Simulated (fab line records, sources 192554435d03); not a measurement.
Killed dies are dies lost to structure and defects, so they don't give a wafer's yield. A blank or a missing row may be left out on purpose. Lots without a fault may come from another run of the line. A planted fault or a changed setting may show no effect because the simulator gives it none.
fab line records | flow n5_finfet
record lots=7 wafers=21
route steps=1938 shown BEOL_M5@1123 BEOL_M6@1221
start_h: hours from the record's first day to the start of the lot's first wafer shown | wait_h: hours since the lot's step before | " the same as in the row above | L1.1+2: a row that stands for several wafers | - no value, or no start given | * or withheld: withheld | < > ~ a bound
route shown NAME@n: a module of which the file shows steps, and the number in the route of the first | usual: mean/standard deviation of fault-free wafers | same: alike in all rows | chamber/n: place in a boat | sites: the reading at each site | _std_site: their standard deviation | _edge_site: outer sites' mean less inner sites' | radius_mm: how far each site lies from the wafer's centre | mask NAME#n: copy n | behind: the tool/chamber that last shaped the wafer | hold: why the lot was held/for how many hours/how that ended | device: the transistor (n, p or np) that didn't switch | end of line: the same wafers' tests at the end of the route | a step without rows: its recipe alone | killed: dies lost to structure and defects at the first sort, not the wafer's yield | map: a wafer's dies, x killed, . not, _ none there
set.NAME: the setting as run; set.NAME@STEP: as run at that earlier step | model.NAME: the simulator's own value behind a step, which no gauge read
lots whose settings were changed on purpose; a table a step, a row a wafer
## steps
# step N5_BEOL_M5_EXPOSE_08
# recipe mask_id=M5 na=0.33 source_shape=annular sigma_inner=0.4 sigma_outer=0.8 polarization=unpolarized target_cd_nm=28 dose_mj=35.75
# columns lot.wafer tool chamber start_h wait_h mask set.dose_mj
L074.1+3 euv_scanner-01 0 197.59 - M5#0 38.03
L074.4 " 0 " " M5#0 35.75
L076.1+2+5 euv_scanner-02 0 213.36 - M5#0 35.75
L077.1+5 euv_scanner-02 0 213.40 - M5#0 35.75
L077.4 " 0 " " M5#0 34.92
L079.2 euv_scanner-01 0 220.49 - M5#0 33.26
L079.3+6 " 0 " " M5#0 35.75
L084.1 euv_scanner-01 0 268.73 - M5#0 35.75
L084.3+4 " 0 " " M5#0 38.3
L090.1+2+6 euv_scanner-01 0 331.46 - M5#0 36.58
L091.1+3 euv_scanner-01 0 343.94 - M5#0 33.77
L091.6 " 0 " " M5#0 35.75
# step N5_BEOL_M5_PEB_09
# recipe peb_temp_c=100 peb_time_s=60 resist=CAR-EUV
# step N5_BEOL_M5_DEVELOP_10
# recipe develop_time_s=30 developer=TMAH resist=CAR-EUV rinse_liquid=surfactant_rinse dry=air_spin dev_temp_c=23
# step N5_BEOL_M5_CD_MEAS_11
# recipe target_cd_nm=27.74 landing_energy_ev=500 detector=se_inlens
# usual cd_nm=27.94/0.24
# columns lot.wafer tool chamber start_h wait_h set.dose_mj@BEOL_M5_EXPOSE_08 cd_nm
L074.1 cd_sem-02 0 197.72 - 38.03 29.55
L074.3 " 0 " " 38.03 30.01
L074.4 " 0 " " 35.75 28.23
L076.1 cd_sem-03 0 213.48 - 35.75 27.85
L076.2 " 0 " " 35.75 27.94
L076.5 " 0 " " 35.75 27.85
L077.1 cd_sem-02 0 213.52 - 35.75 28.23
L077.4 " 0 " " 34.92 27.30
L077.5 " 0 " " 35.75 28.29
L079.2 cd_sem-03 0 220.62 - 33.26 26.17
L079.3 " 0 " " 35.75 27.86
L079.6 " 0 " " 35.75 27.53
L084.1 cd_sem-01 0 268.86 - 35.75 28.02
L084.3 " 0 " " 38.3 29.72
L084.4 " 0 " " 38.3 29.56
L090.1 cd_sem-02 0 331.59 - 36.58 28.53
L090.2 " 0 " " 36.58 28.28
L090.6 " 0 " " 36.58 28.58
L091.1 cd_sem-02 0 344.07 - 33.77 26.68
L091.3 " 0 " " 33.77 26.52
L091.6 " 0 " " 35.75 27.99
# step N5_BEOL_M5_DESCUM_16
# recipe chemistry=O2 time_s=7 source_power_w=50 bias_power_w=20 pressure_mtorr=20 rf_frequency_hz=2.712e+07 temp_c=40 resist=CAR-EUV o2_flow_sccm=225
# columns lot.wafer tool chamber start_h wait_h set.dose_mj@BEOL_M5_EXPOSE_08 model.BEOL_M5.cd_nm
L074.1+3 rie_diel-04 1,3 197.94 0.1 38.03 29.6
L074.4 " 1 " " 35.75 28
L076.1+5 rie_diel-01 2,3 213.72 0.1 35.75 28
L076.2 " 1 " " 35.75 28.2
L077.1+5 rie_diel-04 1,2 213.90 0.3 35.75 28
L077.4 " 3 " " 34.92 27.4
L079.2 rie_diel-02 0 220.81 0.1 33.26 26.2
L079.3 " 1 " " 35.75 28
L079.6 " 3 " " 35.75 27.8
L084.1 rie_diel-04 1 269.10 0.2 35.75 28.2
L084.3+4 " 2,0 " " 38.3 29.6
L090.1 rie_diel-02 3 331.71 0.0 36.58 28.2
L090.2 " 0 " " 36.58 28.4
L090.6 " 2 " " 36.58 28.6
L091.1 rie_diel-02 2 344.19 0.0 33.77 26.6
L091.3 " 0 " " 33.77 26.4
L091.6 " 1 " " 35.75 28
# step N5_BEOL_M5_ETCH_72
# recipe chemistry=N2/H2 target=underlayer target_depth_a=65 mask_material=CAR-EUV time_s=5.2 ion_energy_ev=200 pressure_mtorr=30 source_w=840 bias_w=150 n2_flow_sccm=200 h2_flow_sccm=200 ends=cleared
# step N5_BEOL_M5_ETCH_61
# recipe chemistry=CF4 target=SiARC target_depth_a=156 mask_material=CAR-EUV time_s=26 ion_energy_ev=80 pressure_mtorr=40 source_w=545 bias_w=36 Ar_flow_sccm=100 cf4_flow_sccm=100 ends=cleared
# step N5_BEOL_M5_STRIP_73
# recipe chemistry=N2/H2 temp_c=40 n2_flow_sccm=200 h2_flow_sccm=200 rf_frequency_hz=6e+07
# step N5_BEOL_M5_STRIP_64
# recipe chemistry=CF4 resist=SiARC power_w=300 bias_power_w=75 pressure_mtorr=50 cf4_flow_sccm=150 rf_frequency_hz=6e+07
# step N5_BEOL_M5_HM_OPEN_17
# recipe chemistry=Cl2/BCl3 target_depth_a=200 overetch_a=60 target=TiN mask_material=SOC ion_energy_ev=150 pressure_mtorr=10 icp_w=1000 bias_w=126 Cl2_flow_sccm=53.25 bcl3_flow_sccm=21.75 Ar_flow_sccm=25
# columns lot.wafer tool chamber start_h wait_h set.dose_mj@BEOL_M5_EXPOSE_08 model.BEOL_M5.cd_nm
L074.1 rie_metal-02 1 198.18 0.0 38.03 29.4
L074.3 " 0 " " 38.03 29.6
L074.4 " 1 " " 35.75 28
L076.1 rie_metal-03 1 213.97 0.0 35.75 28
L076.2 " 0 " " 35.75 28.2
L076.5 " 0 " " 35.75 27.8
L077.1 rie_metal-01 0 214.15 0.0 35.75 28
L077.4 " 0 " " 34.92 27.2
L077.5 " 0 " " 35.75 27.8
L079.2 rie_metal-03 1 221.06 0.0 33.26 26.4
L079.3+6 " 0 " " 35.75 28
L084.1 rie_metal-01 1 269.36 0.0 35.75 28.2
L084.3+4 " 1,0 " " 38.3 29.6
L090.1 rie_metal-01 0 331.96 0.0 36.58 28.2
L090.2 " 1 " " 36.58 28.4
L090.6 " 0 " " 36.58 28.8
L091.1 rie_metal-01 0 344.44 0.0 33.77 26.8
L091.3 " 0 " " 33.77 26.6
L091.6 " 0 " " 35.75 28
# step N5_BEOL_M5_STRIP_19
# recipe chemistry=O2 power_w=400 temp_c=40 pressure_mtorr=30 rf_frequency_hz=6e+07 bias_power_w=0 overash_fraction=0.2 o2_flow_sccm=225
# step N5_BEOL_M5_CD_MEAS_18
# recipe pitch_nm=56 target_cd_nm=28
# usual cd_nm=27.96/0.29
# columns lot.wafer tool chamber start_h wait_h set.dose_mj@BEOL_M5_EXPOSE_08 cd_nm
L074.1 cd_sem-02 - 198.37 0.0 38.03 29.55
L074.3 " - " " 38.03 29.50
L074.4 " - " " 35.75 27.87
L076.1 cd_sem-03 - 214.19 0.0 35.75 28.11
L076.2 " - " " 35.75 28.33
L076.5 " - " " 35.75 27.86
L077.1 cd_sem-03 - 214.42 0.0 35.75 27.79
L077.4 " - " " 34.92 27.58
L077.5 " - " " 35.75 28.16
L079.2 cd_sem-03 - 221.24 0.1 33.26 26.58
L079.3 " - " " 35.75 28.01
L079.6 " - " " 35.75 28.14
L084.1 cd_sem-03 - 269.54 0.0 35.75 28.03
L084.3 " - " " 38.3 29.85
L084.4 " - " " 38.3 29.65
L090.1 cd_sem-01 - 332.14 0.0 36.58 27.77
L090.2 " - " " 36.58 28.52
L090.6 " - " " 36.58 28.61
L091.1 cd_sem-03 - 344.71 0.0 33.77 27.01
L091.3 " - " " 33.77 26.71
L091.6 " - " " 35.75 27.78
# step N5_BEOL_M5_COAT_65
# recipe resist=SOC temp_c=250 time_s=60 spin_rpm=1500 resist_thk_nm=60
# step N5_BEOL_M5_COAT_66
# recipe resist=SiARC temp_c=220 time_s=60 spin_rpm=1500 resist_thk_nm=12
# step N5_BEOL_M5_DESCUM_33
# recipe chemistry=O2 time_s=7 source_power_w=50 bias_power_w=20 pressure_mtorr=20 rf_frequency_hz=2.712e+07 temp_c=40 resist=CAR-EUV o2_flow_sccm=225
# step N5_BEOL_M5_ETCH_75
# recipe chemistry=N2/H2 target=underlayer target_depth_a=65 mask_material=CAR-EUV time_s=5.2 ion_energy_ev=200 pressure_mtorr=30 source_w=840 bias_w=150 n2_flow_sccm=200 h2_flow_sccm=200 ends=cleared
# columns lot.wafer tool chamber start_h wait_h set.dose_mj@BEOL_M5_EXPOSE_08 model.BEOL_M5.cd_nm
L074.1 rie_diel-04 2 200.19 0.0 38.03 29.2
L074.3 " 3 " " 38.03 29.4
L074.4 " 2 " " 35.75 28
L076.1+5 rie_diel-04 2,0 216.99 0.0 35.75 28
L076.2 " 3 " " 35.75 28.2
L077.1 rie_diel-04 0 217.68 0.0 35.75 28.2
L077.4 " 1 " " 34.92 27.2
L077.5 " 0 " " 35.75 28
L079.2 rie_diel-02 0 223.35 0.0 33.26 26.4
L079.3 " 1 " " 35.75 28
L079.6 " 1 " " 35.75 27.8
L084.1 rie_diel-01 0 270.33 0.0 35.75 28
L084.3 " 2 " " 38.3 29.4
L084.4 " 3 " " 38.3 29.2
L090.1 rie_diel-04 1 333.01 0.0 36.58 28.2
L090.2 " 3 " " 36.58 28.4
L090.6 " 2 " " 36.58 28.6
L091.1 rie_diel-02 2 346.54 0.0 33.77 26.8
L091.3 " 3 " " 33.77 26.6
L091.6 " 1 " " 35.75 28
# step N5_BEOL_M5_ETCH_67
# recipe chemistry=CF4 target=SiARC target_depth_a=156 mask_material=CAR-EUV time_s=26 ion_energy_ev=80 pressure_mtorr=40 source_w=545 bias_w=36 Ar_flow_sccm=100 cf4_flow_sccm=100 ends=cleared
# step N5_BEOL_M5_ETCH_68
# recipe chemistry=N2/H2 target=SOC target_depth_a=800 overetch_a=160 mask_material=SiARC temp_c=40 time_s=120 ion_energy_ev=200 pressure_mtorr=30 source_w=840 bias_w=150 n2_flow_sccm=200 h2_flow_sccm=200
# columns lot.wafer tool chamber start_h wait_h set.dose_mj@BEOL_M5_EXPOSE_08 model.BEOL_M5.cd_nm
L074.1 rie_diel-04 2 200.23 0.0 38.03 29.2
L074.3 " 3 " " 38.03 29.4
L074.4 " 2 " " 35.75 28
L076.1 rie_diel-04 2 217.03 0.0 35.75 28
L076.2 " 3 " " 35.75 28.2
L076.5 " 0 " " 35.75 28.4
L077.1 rie_diel-04 0 217.72 0.0 35.75 28.2
L077.4 " 1 " " 34.92 27.2
L077.5 " 0 " " 35.75 28
L079.2 rie_diel-02 0 223.39 0.0 33.26 26.4
L079.3+6 " 1 " " 35.75 28
L084.1 rie_diel-01 0 270.37 0.0 35.75 28.2
L084.3 " 2 " " 38.3 29.4
L084.4 " 3 " " 38.3 29.2
L090.1 rie_diel-04 1 333.05 0.0 36.58 28.2
L090.2+6 " 3,2 " " 36.58 28.6
L091.1 rie_diel-02 2 346.58 0.0 33.77 26.8
L091.3 " 3 " " 33.77 26.4
L091.6 " 1 " " 35.75 27.8
# step N5_BEOL_M5_STRIP_69
# recipe chemistry=N2/H2 temp_c=40 n2_flow_sccm=200 h2_flow_sccm=200 rf_frequency_hz=6e+07
# step N5_BEOL_M5_STRIP_76
# recipe chemistry=N2/H2 temp_c=40 n2_flow_sccm=200 h2_flow_sccm=200 rf_frequency_hz=6e+07
# step N5_BEOL_M5_STRIP_85
# recipe chemistry=C4F6/O2 resist=SiARC rf_frequency_hz=6e+07
# step N5_BEOL_M5_STRIP_36
# recipe chemistry=N2/H2 power_w=450 temp_c=40 pressure_mtorr=20 rf_frequency_hz=6e+07 overash_fraction=0.3 bias_power_w=7 h2_frac=0.5 n2_flow_sccm=200 h2_flow_sccm=200
# step N5_BEOL_M5_TRENCH_ETCH_37
# recipe chemistry=C4F6/O2 target_depth_a=716.52 target=SiCOH_lowk time_s=24.7 ion_energy_ev=250 pressure_mtorr=30 source_w=345 bias_w=185 Ar_flow_sccm=300 C4F6_flow_sccm=10 O2_flow_sccm=10
# columns lot.wafer tool chamber start_h wait_h set.dose_mj@BEOL_M5_EXPOSE_08 model.BEOL_M5.cd_nm
L074.1 rie_diel-04 2 - - 38.03 29.4
L074.3 " 3 " " 38.03 29.6
L074.4 " 2 " " 35.75 28
L076.1 rie_diel-04 2 - - 35.75 28
L076.2 " 3 " " 35.75 28.2
L076.5 " 0 " " 35.75 27.8
L077.1 rie_diel-04 0 - - 35.75 28
L077.4 " 1 " " 34.92 27.2
L077.5 " 0 " " 35.75 27.8
L079.2 rie_diel-02 0 - - 33.26 26.4
L079.3 " 1 " " 35.75 28.2
L079.6 " 1 " " 35.75 28
L084.1 rie_diel-01 0 - - 35.75 28.2
L084.3+4 " 2,3 " " 38.3 29.6
L090.1+2 rie_diel-04 1,3 - - 36.58 28.4
L090.6 " 2 " " 36.58 28.8
L091.1 rie_diel-02 2 - - 33.77 26.8
L091.3 " 3 " " 33.77 26.6
L091.6 " 1 " " 35.75 28
# step N5_BEOL_M5_ETCH_41
# recipe chemistry=CH3F/O2 target=SiCN target_depth_a=315 taper_deg=2 time_s=56.7 ion_energy_ev=120 mask_material=TiN pressure_mtorr=30 source_w=395 bias_w=75 Ar_flow_sccm=150 CH3F_flow_sccm=30 O2_flow_sccm=20
# step N5_BEOL_M5_STRIP_91
# recipe chemistry=N2/H2 time_s=10 power_w=450 temp_c=40 pressure_mtorr=20 rf_frequency_hz=6e+07 bias_power_w=7 n2_flow_sccm=200 h2_flow_sccm=200
# step N5_BEOL_M5_PRECLEAN_42
# recipe chemistry=residue_remover time_s=60 temp_c=40
# step N5_BEOL_M5_SRD_43
# recipe time_s=30 temp_c=23 rinse_liquid=diw dry=ipa_marangoni
# step N5_BEOL_M5_CD_MEAS_35
# recipe target_cd_nm=28 target_cd_y_nm=24 polarity=opening
# usual cd_nm=27.9/0.3
# columns lot.wafer tool chamber start_h wait_h set.dose_mj@BEOL_M5_EXPOSE_08 cd_nm
L074.1 cd_sem-03 - 200.72 0.0 38.03 29.5
L074.3 " - " " 38.03 29.4
L074.4 " - " " 35.75 27.9
L076.1 cd_sem-03 - 217.54 0.0 35.75 27.8
L076.2 " - " " 35.75 28.1
L076.5 " - " " 35.75 27.6
L077.1 cd_sem-03 - 218.22 0.0 35.75 27.5
L077.4 " - " " 34.92 27.1
L077.5 " - " " 35.75 27.6
L079.2 cd_sem-01 - 223.88 0.0 33.26 26.3
L079.3 " - " " 35.75 28.2
L079.6 " - " " 35.75 27.8
L084.1 cd_sem-01 - 270.86 0.0 35.75 28.1
L084.3 " - " " 38.3 29.7
L084.4 " - " " 38.3 29.3
L090.1 cd_sem-02 - 333.64 0.0 36.58 28.1
L090.2 " - " " 36.58 28.2
L090.6 " - " " 36.58 29.0
L091.1 cd_sem-03 - 347.08 0.0 33.77 26.4
L091.3 " - " " 33.77 26.5
L091.6 " - " " 35.75 28.4
# step N5_BEOL_M6_COAT_22
# recipe resist=CAR-EUV spin_rpm=1500 resist_thk_nm=30
# columns lot.wafer tool chamber start_h wait_h set.spin_rpm model.CAR-EUV_of_BEOL_M6_COAT_22.thk_nm
L074.1+3 litho_track-04 0 - - 1500 30
L074.4 " 0 " " 1554 29.4
L076.1+2+5 litho_track-02 0 - - 1500 30
L077.1+4 litho_track-01 0 - - 1431 30.8
L077.5 " 0 " " 1500 30
L079.2 litho_track-01 0 - - 1500 30.2
L079.3+6 " 0 " " 1500 30
L084.1+4 litho_track-04 0 - - 1500 30
L084.3 " 0 " " 1590 29.2
L090.1+2 litho_track-01 0 - - 1500 30.2
L090.6 " 0 " " 1500 30
L091.1 litho_track-02 0 - - 1500 30
L091.3 " 0 " " 1500 29.8
L091.6 " 0 " " 1559 29.4
# step N5_BEOL_M6_EXPOSE_25
# recipe mask_id=V5 na=0.33 source_shape=annular sigma_inner=0.4 sigma_outer=0.8 polarization=unpolarized target_cd_nm=40 dose_mj=45
# columns lot.wafer tool chamber start_h wait_h mask set.dose_mj
L074.1+3+4 euv_scanner-02 0 211.89 - V5#0 46.36
L076.1+2+5 euv_scanner-02 0 228.76 - V5#0 45
L077.1+4+5 euv_scanner-01 0 233.57 - V5#0 42.86
L079.2+3+6 euv_scanner-01 0 240.19 - V5#0 42.31
L084.1+3 euv_scanner-01 0 282.01 - V5#0 45
L084.4 " 0 " " V5#0 42.69
L090.1+6 euv_scanner-02 0 346.11 - V5#0 45
L090.2 " 0 " " V5#0 41.96
L091.1+3+6 euv_scanner-02 0 362.20 - V5#0 45
# step N5_BEOL_M6_PEB_26
# recipe peb_temp_c=100 peb_time_s=60 resist=CAR-EUV
# step N5_BEOL_M6_DEVELOP_27
# recipe develop_time_s=30 developer=TMAH resist=CAR-EUV rinse_liquid=surfactant_rinse dry=air_spin dev_temp_c=23
# step N5_BEOL_M6_CD_MEAS_28
# recipe target_cd_nm=40 landing_energy_ev=500 detector=se_inlens
# usual cd_nm=39.95/0.22
# columns lot.wafer tool chamber start_h wait_h set.dose_mj@BEOL_M6_EXPOSE_25 cd_nm
L074.1 cd_sem-02 0 212.02 - 46.36 40.63
L074.3 " 0 " " 46.36 40.39
L074.4 " 0 " " 46.36 40.89
L076.1 cd_sem-01 0 228.89 - 45 39.90
L076.2 " 0 " " 45 39.86
L076.5 " 0 " " 45 40.05
L077.1 cd_sem-03 0 233.71 - 42.86 38.75
L077.4 " 0 " " 42.86 38.82
L077.5 " 0 " " 42.86 38.81
L079.2 cd_sem-03 0 240.32 - 42.31 38.50
L079.3 " 0 " " 42.31 38.63
L079.6 " 0 " " 42.31 38.40
L084.1 cd_sem-03 0 282.14 - 45 39.82
L084.3 " 0 " " 45 39.99
L084.4 " 0 " " 42.69 38.88
L090.1 cd_sem-02 0 346.25 - 45 39.58
L090.2 " 0 " " 41.96 38.41
L090.6 " 0 " " 45 40.08
L091.1 cd_sem-03 0 362.33 - 45 40.38
L091.3 " 0 " " 45 40.36
L091.6 " 0 " " 45 39.98
# step N5_BEOL_M6_DESCUM_33
# recipe chemistry=O2 time_s=7 source_power_w=50 bias_power_w=20 pressure_mtorr=20 rf_frequency_hz=2.712e+07 temp_c=40 resist=CAR-EUV o2_flow_sccm=225
# columns lot.wafer tool chamber start_h wait_h set.spin_rpm@BEOL_M6_COAT_22 set.dose_mj@BEOL_M6_EXPOSE_25 model.BEOL_M6.cd_nm model.CAR-EUV_of_BEOL_M6_COAT_22.thk_nm
L074.1 rie_diel-03 0 212.28 0.2 1500 46.36 41 26
L074.3 " 3 " " 1500 46.36 41 26.2
L074.4 " 2 " " 1554 46.36 41 25.6
L076.1 rie_diel-03 0 229.02 0.0 1500 45 40.2 26.2
L076.2+5 " 2,0 " " 1500 45 40 26.2
L077.1 rie_diel-06 3 233.83 0.0 1431 42.86 38.6 26.8
L077.4 " 0 " " 1431 42.86 38.8 27
L077.5 " 1 " " 1500 42.86 38.8 26.2
L079.2+3+6 rie_diel-03 2,0,3 240.44 0.0 1500 42.31 38.6 26.2
L084.1 rie_diel-05 0 282.27 0.0 1500 45 39.8 26
L084.3 " 1 " " 1590 45 40 25.2
L084.4 " 2 " " 1500 42.69 38.6 26
L090.1+6 rie_diel-05 1,3 346.37 0.0 1500 45 40 26.2
L090.2 " 3 " " 1500 41.96 38.2 26.2
L091.1 rie_diel-03 2 362.71 0.3 1500 45 40 26
L091.3 " 1 " " 1500 45 40 25.8
L091.6 " 2 " " 1559 45 40.2 25.4
# step N5_BEOL_M6_ETCH_72
# recipe chemistry=N2/H2 target=underlayer target_depth_a=65 mask_material=CAR-EUV time_s=5.2 ion_energy_ev=200 pressure_mtorr=30 source_w=840 bias_w=150 n2_flow_sccm=200 h2_flow_sccm=200 ends=cleared
# step N5_BEOL_M6_ETCH_65
# recipe chemistry=CF4 target=SiARC target_depth_a=156 mask_material=CAR-EUV time_s=26 ion_energy_ev=80 pressure_mtorr=40 source_w=545 bias_w=36 Ar_flow_sccm=100 cf4_flow_sccm=100 ends=cleared
# columns lot.wafer tool chamber start_h wait_h set.dose_mj@BEOL_M6_EXPOSE_25 model.BEOL_M6.cd_nm
L074.1+3+4 rie_diel-03 0,3,2 212.34 0.0 46.36 41
L076.1 rie_diel-03 0 229.07 0.0 45 40.2
L076.2+5 " 2,0 " " 45 40
L077.1 rie_diel-06 3 233.88 0.0 42.86 38.6
L077.4+5 " 0,1 " " 42.86 38.8
L079.2+3 rie_diel-03 2,0 240.49 0.0 42.31 38.8
L079.6 " 3 " " 42.31 38.6
L084.1 rie_diel-05 0 282.32 0.0 45 39.8
L084.3 " 1 " " 45 40.2
L084.4 " 2 " " 42.69 38.6
L090.1+6 rie_diel-05 1,3 346.42 0.0 45 40
L090.2 " 3 " " 41.96 38.2
L091.1 rie_diel-03 2 362.76 0.0 45 40
L091.3+6 " 1,2 " " 45 40.2
# step N5_BEOL_M6_ETCH_66
# recipe chemistry=N2/H2 target=SOC target_depth_a=800 overetch_a=160 mask_material=SiARC temp_c=40 time_s=120 ion_energy_ev=200 pressure_mtorr=30 source_w=840 bias_w=150 n2_flow_sccm=200 h2_flow_sccm=200
# columns lot.wafer tool chamber start_h wait_h set.dose_mj@BEOL_M6_EXPOSE_25 model.BEOL_M6.cd_nm
L074.1 rie_diel-03 0 212.36 0.0 46.36 41.2
L074.3+4 " 3,2 " " 46.36 41
L076.1 rie_diel-03 0 229.10 0.0 45 40.4
L076.2 " 2 " " 45 40
L076.5 " 0 " " 45 40.2
L077.1+4 rie_diel-06 3,0 233.91 0.0 42.86 38.6
L077.5 " 1 " " 42.86 38.8
L079.2 rie_diel-03 2 240.52 0.0 42.31 38.6
L079.3 " 0 " " 42.31 38.8
L079.6 " 3 " " 42.31 38.4
L084.1 rie_diel-05 0 282.35 0.0 45 39.8
L084.3 " 1 " " 45 40
L084.4 " 2 " " 42.69 38.6
L090.1+6 rie_diel-05 1,3 346.45 0.0 45 39.8
L090.2 " 3 " " 41.96 38.2
L091.1+6 rie_diel-03 2 362.79 0.0 45 40.2
L091.3 " 1 " " 45 40
## key
split step=N5_BEOL_M5_EXPOSE_08 setting=dose_mj stated=35.75 by=wafer
response step=N5_BEOL_M5_CD_MEAS_11 reading=cd_nm change=+0.238 per=1% r=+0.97
response step=N5_BEOL_M5_DESCUM_16 reading=model.BEOL_M5.cd_nm change=+0.237 per=1% r=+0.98
response step=N5_BEOL_M5_HM_OPEN_17 reading=model.BEOL_M5.cd_nm change=+0.224 per=1% r=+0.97
response step=N5_BEOL_M5_CD_MEAS_18 reading=cd_nm change=+0.222 per=1% r=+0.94
response step=N5_BEOL_M5_ETCH_75 reading=model.BEOL_M5.cd_nm change=+0.212 per=1% r=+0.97
response step=N5_BEOL_M5_ETCH_68 reading=model.BEOL_M5.cd_nm change=+0.204 per=1% r=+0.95
response step=N5_BEOL_M5_TRENCH_ETCH_37 reading=model.BEOL_M5.cd_nm change=+0.228 per=1% r=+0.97
response step=N5_BEOL_M5_CD_MEAS_35 reading=cd_nm change=+0.247 per=1% r=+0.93
split step=N5_BEOL_M6_COAT_22 setting=spin_rpm stated=1500 by=wafer
response step=N5_BEOL_M6_COAT_22 reading=model.CAR-EUV_of_BEOL_M6_COAT_22.thk_nm change=-0.147 per=1% r=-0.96
response step=N5_BEOL_M6_DESCUM_33 reading=model.CAR-EUV_of_BEOL_M6_COAT_22.thk_nm change=-0.138 per=1% r=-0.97
split step=N5_BEOL_M6_EXPOSE_25 setting=dose_mj stated=45 by=wafer
response step=N5_BEOL_M6_CD_MEAS_28 reading=cd_nm change=+0.207 per=1% r=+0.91
response step=N5_BEOL_M6_DESCUM_33 reading=model.BEOL_M6.cd_nm change=+0.262 per=1% r=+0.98
response step=N5_BEOL_M6_ETCH_65 reading=model.BEOL_M6.cd_nm change=+0.269 per=1% r=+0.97
response step=N5_BEOL_M6_ETCH_66 reading=model.BEOL_M6.cd_nm change=+0.243 per=1% r=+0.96
